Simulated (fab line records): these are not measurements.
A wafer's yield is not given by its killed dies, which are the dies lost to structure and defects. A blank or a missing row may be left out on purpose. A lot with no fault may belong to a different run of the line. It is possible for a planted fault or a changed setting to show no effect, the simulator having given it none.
Matching of chambers ; flow nand harc ; NHARC_P_M0_DEP_32 on pecvd-02 has 3 sister chambers
The step deposits SiCN, target thk 30 nm. 3 wafers are shown with their chamber, then 9 later ones without.

WAFERS WITH THEIR CHAMBER
wafer;chamber;heater power w (W)
L086.5;0;741
L091.1;2;412
L091.4;1;702

WAFERS WHOSE CHAMBER IS MISSING
wafer;heater power w (W)
L092.1;391
L092.5;680
L092.6;401
L096.3;684
L096.4;465
L096.5;708
L097.1;506
L097.4;615
L097.5;394

EACH ONE'S CHAMBER
wafer;from the rows above;in truth
L092.1;2;2
L092.5;can't be placed: 1 or 0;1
L092.6;2;2
L096.3;can't be placed: 1 or 0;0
L096.4;2;2
L096.5;can't be placed: 1 or 0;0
L097.1;2;2
L097.4;can't be placed: 1 or 0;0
L097.5;2;2
Correctly placed: 5 of 9. From these rows, 4 cannot be placed; in 4 the true chamber is one of the candidates. Placed wrongly: 0.
How it was worked out, from the rows above alone: a wafer's distance from a chamber is the root of the sum, over the readings, of the square of ((its reading less the chamber's mean) divided by the reading's scatter). The wafer belongs to the nearest chamber; if the next one is less than 2 further off, it can't be placed. Each chamber's mean is taken over the wafers shown for it. The scatter (one wafer shown for each chamber): square how far every hidden wafer sits from the nearest shown wafer, average those squares and take the square root.
